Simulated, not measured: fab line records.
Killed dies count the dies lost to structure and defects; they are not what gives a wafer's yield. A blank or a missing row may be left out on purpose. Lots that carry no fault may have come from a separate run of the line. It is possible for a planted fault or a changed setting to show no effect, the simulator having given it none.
Which of the tools did it? ; flow nand harc ; Sampling: 13 lots, 39 wafers, 5 of 1302 route steps

WHAT THE GAUGES READ, wafer by wafer
NHARC_A_BLC_OVL_MEAS_11. Usual: overlay x nm -0.2 nm, standard deviation 0.82; overlay y nm -0.1 nm, standard deviation 1.
lot;measured;on;overlay x nm (nm);overlay y nm (nm);flag
L824;day 23 04:04;overlay-02;0.3 0.6 0.6;-0.6 -1.0 -0.5;
L823;day 23 07:12;overlay-02;-0.5 -0.1 0.0;0.2 0.0 -0.5;
L825;day 23 14:01;overlay-02;0.8 0.8 1.4;-1.7 -1.9 -1.6;
L827;day 24 01:50;overlay-02;0.0 0.3 0.5;0.3 0.3 0.0;
L828;day 24 21:02;overlay-02;0.9 0.8 0.9;1.8 1.4 1.5;
L831;day 26 20:47;overlay-01;0.3 0.1 0.2;-0.7 -0.4 -0.3;
L832;day 27 04:02;overlay-01;0.6 0.8 1.1;0.8 0.6 0.9;
L830;day 27 05:52;overlay-02;0.9 -0.2 0.5;1.8 1.3 1.6;
L833;day 27 07:19;overlay-01;-1.3 -1.0 -1.1;0.3 0.5 -0.4;
L836;day 27 22:05;overlay-02;-1.7 -2.3 -1.9;-1.8 -1.2 -1.1;
L844;day 31 02:29;overlay-01;-1.0 -0.8 -1.0;-1.6 -0.8 -1.3;
L843;day 31 11:44;overlay-01;0.0 -0.2 -0.3;1.3 0.9 1.1;
L841;day 31 21:12;overlay-01;-0.5 -1.1 -0.7;1.0 0.3 0.8;

NHARC_A_M0_OVL_MEAS_10: pitch 160 nm. Usual: overlay x nm 0.1 nm, standard deviation 0.78; overlay y nm 0.3 nm, standard deviation 0.92.
lot;measured;on;overlay x nm (nm);overlay y nm (nm);flag
L824;day 23 08:11;overlay-02;1.4 1.0 0.9;-1.5 -1.6 -1.7;
L823;day 23 11:14;overlay-02;0.2 0.4 0.0;-1.8 -1.4 -1.4;
L825;day 23 18:02;overlay-02;0.1 0.0 0.2;1.3 1.3 1.4;
L827;day 24 05:52;overlay-02;-0.6 -0.3 -0.2;-0.4 -0.3 -0.9;
L828;day 25 00:56;overlay-02;-2.1 -1.8 -1.8;-0.1 0.2 -0.1;
L831;day 27 00:44;overlay-02;-0.2 0.7 0.2;0.5 0.2 0.2;
L832;day 27 08:00;overlay-02;-0.1 -0.8 -0.6;-0.5 -0.7 -0.2;
L830;day 27 09:54;overlay-02;0.2 0.3 -0.6;1.4 0.9 1.8;
L833;day 27 11:20;overlay-02;0.6 0.7 0.8;0.3 0.2 0.2;
L836;day 28 02:04;overlay-01;0.1 0.3 0.5;1.3 0.4 1.1;
L844;day 31 06:31;overlay-01;1.1 1.4 0.7;0.0 -0.1 0.0;
L843;day 31 15:39;overlay-01;0.4 -0.1 -0.4;-0.2 -0.7 -0.6;
L841;day 32 01:14;overlay-02;2.0 2.4 2.3;0.9 0.8 0.0;

NHARC_END_SORT_01. Usual: killed at array 50, standard deviation 17; killed at other 0.7, standard deviation 1; killed at periphery 3.4, standard deviation 2.4; killed dies 54, standard deviation 17; killed open 3.3, standard deviation 1.7; killed short 2.5, standard deviation 1.6.
lot;measured;on;killed at array;killed at other;killed at periphery;killed dies;killed open;killed short;flag
L824;day 24 23:26;prober-01;80 58 55;2 1 1;10 8 5;92 67 61;5 1 1;1 4 5;
L823;day 25 01:04;prober-02;66 37 56;0 0 0;4 5 0;70 42 56;4 4 1;4 2 6;
L825;day 25 10:07;prober-01;19 22 17;1 0 1;2 1 4;22 23 22;1 2 3;4 1 3;
L827;day 25 23:28;prober-02;67 68 73;0 0 0;2 4 6;69 72 79;3 1 5;0 0 0;
L828;day 26 17:29;prober-02;32 32 23;0 1 0;6 3 1;38 36 24;2 4 3;4 1 1;
L831;day 28 16:52;prober-02;45 60 61;0 0 0;5 1 1;50 61 62;4 1 2;3 2 2;
L832;day 29 01:23;prober-01;45 38 37;0 0 0;1 0 0;46 38 37;3 2 2;1 2 1;
L830;day 29 09:04;prober-02;47 39 46;3 2 3;2 3 1;52 44 50;3 2 3;1 1 2;
L836;day 29 17:14;prober-01;41 50 42;0 1 0;3 1 1;44 52 43;4 3 2;1 3 3;

WHICH TOOL RAN EACH LOT (tool, then ch and the chambers of the sampled wafers, then the start)
lot;NHARC_A_CONTACT_CVD_19;NHARC_A_BLC_ALD_23
L824;cvd w-02 ch 0,1, day 23 04:04 or earlier;ald metal-02 ch 0,1,3, day 23 06:11
L823;cvd w-01 ch 0,1, day 23 07:12 or earlier;ald metal-03 ch 0,1,2, day 23 09:07
L825;cvd w-02 ch 0,1, day 23 14:01 or earlier;ald metal-04 ch 0,2,3, day 23 15:55
L827;cvd w-02 ch 0,1, day 24 01:50 or earlier;ald metal-04 ch 0,2,3, day 24 03:47
L828;cvd w-02 ch 1, day 24 21:02 or earlier;ald metal-04 ch 0,2,3, day 24 22:57
L831;cvd w-02 ch 0,1, day 26 20:47 or earlier;ald metal-03 ch 0,1,2, day 26 22:46
L832;cvd w-02 ch 0,1, day 27 04:02 or earlier;ald metal-03 ch 0,2,3, day 27 05:59
L830;cvd w-02 ch 0,1, day 27 05:52 or earlier;ald metal-04 ch 0,1, day 27 07:47
L833;cvd w-01 ch 0,1, day 27 07:19 or earlier;ald metal-02 ch 1,2,3, day 27 09:13
L836;cvd w-02 ch 0,1, day 27 22:05 or earlier;ald metal-03 ch 0,1,3, day 28 00:07
L844;cvd w-01 ch 1, day 31 02:29 or earlier;ald metal-03 ch 1,2, day 31 04:24
L843;cvd w-02 ch 0, day 31 11:44 or earlier;ald metal-02 ch 0,3, day 31 13:39
L841;cvd w-02 ch 0,1, day 31 21:12 or earlier;ald metal-03 ch 1,2,3, day 31 23:07
- NHARC_A_CONTACT_CVD_19: deposits W, target thk 300 nm, time 802 s.
- NHARC_A_BLC_ALD_23: deposits TiN, target thk 3 nm, pulse time 1 s, ald cycles 150.

AS READ BY THE TOOLS THEMSELVES (means over the sampled wafers that have a number; for cases with no such wafer, the mark the record gives instead)
NHARC_A_CONTACT_CVD_19. Usual: heater power w 525 W, standard deviation 69; throttle valve pct 8.11 %, standard deviation 0.16.
lot;tool;heater power w (W);throttle valve pct (%);flag
L824;cvd w-02;572;8.00;
L823;cvd w-01;432;8.01;
L825;cvd w-02;571;7.94;
L827;cvd w-02;565;8.00;
L828;cvd w-02;586;8.25;
L831;cvd w-02;555;8.04;
L832;cvd w-02;571;8.20;
L830;cvd w-02;545;8.08;
L833;cvd w-01;425;8.04;
L836;cvd w-02;571;8.42;
L844;cvd w-01;437;8.07;
L843;cvd w-02;516;8.20;
L841;cvd w-02;562;8.29;

NHARC_A_BLC_ALD_23. Usual: heater power w 1085 W, standard deviation 100; precursor pulse height rel 0.999, standard deviation 0.02.
lot;tool;heater power w (W);precursor pulse height rel;flag
L824;ald metal-02;1092;0.996;
L823;ald metal-03;1189;0.994;
L825;ald metal-04;1003;1.001;
L827;ald metal-04;1023;0.985;
L828;ald metal-04;1009;1.001;
L831;ald metal-03;1188;1.024;
L832;ald metal-03;1165;1.004;
L830;ald metal-04;970;1.007;
L833;ald metal-02;1078;0.991;
L836;ald metal-03;1176;1.006;
L844;ald metal-03;1212;0.982;
L843;ald metal-02;1052;0.997;
L841;ald metal-03;1182;0.993;

THE ANSWER, worked out from the rows above alone
Rule: a lot is off if the mean of its wafers that have a number lies more than 3 standard deviations from the usual mean. A lot without any number at a reading at which 4 lots or more have one is off too. Any other lot the step has rows for is counted as sound. After the gauges, taken in route order, come the tools' own readings; for these a lot's mean is taken, as printed above. At the first step where some lot is off, the reading lying furthest off is the one used; lots without a number count as furthest.
None of the lots is off at any reading shown; this tells nothing.

WHAT WAS PUT IN BY THE SIMULATOR
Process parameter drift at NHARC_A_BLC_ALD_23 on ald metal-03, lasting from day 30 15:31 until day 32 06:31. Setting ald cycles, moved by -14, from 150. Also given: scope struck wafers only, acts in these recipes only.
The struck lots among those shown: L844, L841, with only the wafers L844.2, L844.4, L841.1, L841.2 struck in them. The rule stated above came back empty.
